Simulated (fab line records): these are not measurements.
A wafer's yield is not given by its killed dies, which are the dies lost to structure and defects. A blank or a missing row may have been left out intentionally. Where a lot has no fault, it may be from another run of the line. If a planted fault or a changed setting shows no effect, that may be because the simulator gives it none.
Which tool did it? -- flow n5_finfet -- 27 wafers from 9 lots sampled at 7 of the route's 1938 steps

## WHAT THE GAUGES READ, wafer by wafer
N5_ZERO_LAYER_INSPECT_20: inspects for defects (darkfield). Usual: raw_defect_count reads 37 (standard deviation 15).
lot,measured,on,raw_defect_count,flag
L212,day 1 13:23,defect_inspect-02,35 25 54,
L213,day 1 19:18,defect_inspect-01,23 36 58,
L216,day 2 13:23,defect_inspect-01,32 47 55,
L220,day 3 13:26,defect_inspect-02,54 47 31,
L227,day 5 07:26,defect_inspect-02,26 52 35,
L228,day 5 13:23,defect_inspect-01,27 42 23,
L233,day 6 19:15,defect_inspect-02,35 51 53,
L234,day 7 01:16,defect_inspect-01,22 42 13,
L235,day 7 07:44,defect_inspect-02,44 28 21,

N5_WELL_APT_INSPECT_10: inspects for defects (macro). Usual: raw_defect_count reads 1.9 (standard deviation 1.3).
lot,measured,on,raw_defect_count,flag
L212,day 1 13:52,defect_inspect-01,1 1 5,
L213,day 1 19:39,defect_inspect-01,3 1 1,
L216,day 2 13:44,defect_inspect-02,2 1 1,
L220,day 3 13:55,defect_inspect-02,2 1 3,
L227,day 5 07:47,defect_inspect-01,1 1 3,
L228,day 5 13:52,defect_inspect-01,2 0 3,
L233,day 6 19:44,defect_inspect-01,1 1 1,
L234,day 7 01:44,defect_inspect-02,2 3 3,
L235,day 7 08:13,defect_inspect-02,1 2 2,

N5_WELL_APT_INSPECT_38: inspects for defects (darkfield). Usual: raw_defect_count reads 14 (standard deviation 6.1).
lot,measured,on,raw_defect_count,flag
L212,day 1 16:54,defect_inspect-01,12 21 22,
L213,day 1 22:53,defect_inspect-02,43 13 9,
L216,day 2 17:19,defect_inspect-01,19 13 30,
L220,day 3 16:50,defect_inspect-02,14 22 16,
L227,day 5 10:55,defect_inspect-02,767 809 809,OFF
L228,day 5 16:45,defect_inspect-02,803 800 783,OFF
L233,day 6 22:47,defect_inspect-02,9 10 13,
L234,day 7 04:46,defect_inspect-01,11 19 28,
L235,day 7 11:19,defect_inspect-01,11 16 9,

N5_PMOS_HMC_CHANNEL_EPI_INSPECT_11: inspects for defects (macro). Usual: raw_defect_count reads 2.0 (standard deviation 1.4).
lot,measured,on,raw_defect_count,flag
L212,day 1 17:24,defect_inspect-01,3 3 3,
L213,day 1 23:23,defect_inspect-02,1 2 0,
L216,day 2 17:49,defect_inspect-02,1 3 4,
L220,day 3 17:20,defect_inspect-01,3 4 2,
L227,day 5 11:25,defect_inspect-01,>300 >300 >300,OFF
L228,day 5 17:07,defect_inspect-01,>300 >300 >300,OFF
L233,day 6 23:17,defect_inspect-01,1 2 4,
L234,day 7 05:16,defect_inspect-01,1 3 2,
L235,day 7 11:41,defect_inspect-01,3 0 3,

N5_BEOL_M4_RC_MEAS_101. Usual: DIBL_N 36.6 mV/V, standard deviation 1.9; DIBL_P 36.7 mV/V, standard deviation 2.2; IOFF_N 0.16 nA/um, standard deviation 0.035; IOFF_P 0.22 nA/um, standard deviation 0.038; ION_N 672 uA/um, standard deviation 14; ION_P 462 uA/um, standard deviation 8.3; SS_N 71.6 mV/dec, standard deviation 0.65; SS_P 73.5 mV/dec, standard deviation 0.72; VT_N 250 mV, standard deviation 3.5; VT_P -250 mV, standard deviation 3.1.
lot,measured,on,DIBL_N (mV/V),DIBL_P (mV/V),IOFF_N (nA/um),IOFF_P (nA/um),ION_N (uA/um),ION_P (uA/um),SS_N (mV/dec),SS_P (mV/dec),VT_N (mV),VT_P (mV),flag
L212,day 9 11:10,prober-01,39.2 37.5 33.2,40.5 39.0 32.6,0.22 0.17 0.10,0.34 0.29 0.18,686 677 646,483 471 455,71.1 71.0 69.9,74.5 73.9 72.5,243 247 255,-239 -244 -252,
L213,day 9 10:38,prober-02,37.8 42.0 34.8,36.2 40.1 33.9,0.15 0.27 0.13,0.21 0.27 0.18,666 682 680,459 458 468,71.6 73.9 71.1,72.7 74.7 72.6,250 245 252,-249 -249 -251,
L216,day 9 15:41,prober-02,36.5 34.4 33.4,36.7 34.7 32.6,0.15 0.12 0.11,0.19 0.16 0.14,653 667 650,448 453 442,71.6 71.0 70.7,73.3 72.7 71.6,254 254 257,-258 -257 -257,
L220,day 10 22:46,prober-01,36.2 36.9 35.3,36.5 37.1 35.5,0.14 0.16 0.13,0.21 0.23 0.20,674 673 674,459 467 465,71.4 71.7 71.0,73.3 74.2 73.5,256 251 251,-252 -245 -250,
L227,day 12 19:28,prober-01,36.6 37.8 41.0,32.5 34.6 37.7,0.13 0.16 0.23,0.18 0.22 0.27,661 673 677,455 457 462,71.1 71.8 72.7,73.0 74.1 74.2,252 247 244,-254 -249 -249,
L228,day 13 03:19,prober-01,38.8 35.6 38.5,40.6 36.4 40.4,0.21 0.15 0.21,0.29 0.21 0.30,670 656 670,462 456 467,72.3 71.5 72.9,74.8 72.8 74.9,247 253 245,-244 -249 -247,
L233,day 14 14:19,prober-02,38.1 35.2 35.7,37.1 34.2 34.4,0.19 0.14 0.14,0.25 0.19 0.21,669 680 678,458 466 474,71.4 71.2 71.6,73.8 72.6 73.6,249 251 249,-248 -250 -248,
L234,day 14 07:49,prober-02,38.0 39.0 37.8,37.2 39.1 36.6,0.19 0.23 0.18,0.26 0.31 0.25,699 682 674,472 467 463,71.8 71.8 72.4,73.5 74.1 73.6,249 245 248,-244 -244 -245,
L235,day 14 16:10,prober-01,37.0 36.8 38.7,38.4 38.0 39.6,0.17 0.17 0.20,0.22 0.24 0.26,674 676 694,467 459 470,71.4 72.2 72.2,73.3 74.1 73.6,251 248 249,-250 -248 -248,

## EACH LOT AND THE TOOL THAT RAN IT (in order: tool; ch and the chambers of the sampled wafers; start)
lot,N5_WELL_APT_DESCUM_30,N5_WELL_APT_STRIP_33
L212,"rie_diel-05 ch 0,1,3, day 1 15:14","wet_bench-06 ch 0,1,7, day 1 15:44"
L213,"rie_diel-04 ch 0,2, day 1 20:52","wet_bench-05 ch 2,6,7, day 1 21:20"
L216,"rie_diel-05 ch 2,3, day 2 15:27","wet_bench-05 ch 2,3,6, day 2 15:56"
L220,"rie_diel-05 ch 0,3, day 3 15:12","wet_bench-06 ch 2,4,6, day 3 15:41"
L227,"rie_diel-02 ch 0,2,3, day 5 09:04","wet_bench-05 ch 2,4,5, day 5 09:34"
L228,"rie_diel-02 ch 0,1,2, day 5 15:05","wet_bench-05 ch 0,4,6, day 5 15:35"
L233,"rie_diel-04 ch 0,2,3, day 6 20:53","wet_bench-02 ch 2,4,5, day 6 21:23"
L234,"rie_diel-04 ch 2,3, day 7 03:05","wet_bench-02 ch 0,1,3, day 7 03:35"
L235,"rie_diel-05 ch 2,3, day 7 09:26","wet_bench-06 ch 0,5,6, day 7 09:56"
- N5_WELL_APT_DESCUM_30: chemistry O2, time 7.9 s.
- N5_WELL_APT_STRIP_33: strips in SPM, time 900 s.

## AS READ BY THE TOOLS THEMSELVES (means over the sampled wafers that have a number; for cases with no such wafer, the mark the record gives instead)
N5_WELL_APT_DESCUM_30. Usual: drypump_motor_current_A 5.8 A, standard deviation 0.43; oes_product_au 0.76 a.u., standard deviation 0.052; rf_fwd_power_W 49.73 W, standard deviation 0.14; rf_vpp_V 243.3 V, standard deviation 1.5; showerhead_plenum_p_Torr 2.11 Torr, standard deviation 0.089; throttle_valve_pct 20.48 %, standard deviation 0.24.
lot,tool,drypump_motor_current_A (A),oes_product_au (a.u.),rf_fwd_power_W (W),rf_vpp_V (V),showerhead_plenum_p_Torr (Torr),throttle_valve_pct (%),flag
L212,rie_diel-05,6.1,0.73,49.74,243.2,2.06,20.55,
L213,rie_diel-04,5.8,0.85,49.56,241.4,2.04,20.07,
L216,rie_diel-05,5.9,0.78,49.66,243.3,2.13,20.40,
L220,rie_diel-05,5.8,0.74,49.91,243.5,2.10,20.69,
L227,rie_diel-02,5.7,0.77,49.68,242.3,2.10,20.37,
L228,rie_diel-02,6.0,0.77,49.78,244.1,2.13,20.47,
L233,rie_diel-04,5.8,0.76,49.70,243.0,2.06,20.37,
L234,rie_diel-04,5.9,0.72,49.65,242.3,2.11,20.63,
L235,rie_diel-05,5.9,0.75,49.68,243.5,2.12,20.43,

## THE ANSWER, worked out from the rows above alone
Rule: lot off if the mean of its wafers having a number is beyond 3 standard deviations from the usual mean. A lot without any number at a reading at which 4 lots or more have one is off too. The other lots that the step has rows for count as sound. First the gauges in route order, then the tools' own readings, where a lot's mean is used as printed above. At the first step where some lot is off, the reading lying furthest off is the one used; lots without a number count as furthest.
Off at N5_WELL_APT_INSPECT_38 (raw_defect_count): L227, L228.
If a tool, at a process step before that reading, ran all the lots that are off and no sound lot after the first of them, it fits. The gauges at N5_WELL_APT_INSPECT_38 aren't tried: what is off there is off at N5_PMOS_HMC_CHANNEL_EPI_INSPECT_11 too, on other tools, and a gauge's error can't cause that. This does not decide it: 2 tools fit, namely rie_diel-02 at N5_WELL_APT_DESCUM_30 and wet_bench-05 at N5_WELL_APT_STRIP_33.

## WHAT THE SIMULATOR PUT IN
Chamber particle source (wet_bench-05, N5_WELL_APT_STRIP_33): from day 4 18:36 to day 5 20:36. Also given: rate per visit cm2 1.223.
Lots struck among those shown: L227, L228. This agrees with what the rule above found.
